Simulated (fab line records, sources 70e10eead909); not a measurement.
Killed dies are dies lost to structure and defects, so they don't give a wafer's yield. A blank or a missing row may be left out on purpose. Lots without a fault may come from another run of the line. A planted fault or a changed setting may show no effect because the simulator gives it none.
Chamber matching | flow nand_harc | NHARC_P_M2_CMP_23 on cmp-02: 4 sister chambers
The step polishes, t overpolish 20 s, target thk 144.3 nm. 4 wafers are shown with their chamber, then 9 later ones without.

WAFERS WITH THEIR CHAMBER
wafer  | chamber | motor_current_A (A)
L456.6 | 0       | 11.1
L457.2 | 1       | 10.2
L457.5 | 3       | 11.8
L457.6 | 2       | 10.1

WAFERS WITHOUT THEIR CHAMBER
wafer  | motor_current_A (A)
L467.3 | 9.7
L467.5 | 11.5
L467.6 | 11.2
L472.2 | 9.2
L472.4 | 10.4
L472.5 | 10.9
L474.2 | 11.0
L474.3 | 10.4
L474.5 | 12.2

WHICH CHAMBER EACH WENT THROUGH
wafer  | from the rows above               | in truth
L467.3 | can't be placed: 2 or 1           | 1
L467.5 | can't be placed: 3 or 0           | 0
L467.6 | can't be placed: 0 or 3           | 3
L472.2 | can't be placed: 2 or 1           | 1
L472.4 | can't be placed: 1 or 2 or 0      | 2
L472.5 | can't be placed: 0 or 1 or 2 or 3 | 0
L474.2 | can't be placed: 0 or 1 or 3      | 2
L474.3 | can't be placed: 1 or 2 or 0      | 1
L474.5 | can't be placed: 3 or 0           | 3
Placed correctly: 0 of 9. Can't be placed from these rows: 9 (the true chamber is among the candidates in 8). Placed wrongly: 0.
How it was worked out, from the rows above alone: a wafer's distance from a chamber is the root of the sum, over the readings, of the square of ((its reading less the chamber's mean) divided by the reading's scatter). The wafer belongs to the nearest chamber; if the next one is less than 2 further off, it can't be placed. A chamber's mean is the mean of its shown wafers. The scatter: with one shown wafer a chamber, the root of the mean of the squares of how far each hidden wafer lies from its nearest shown one.
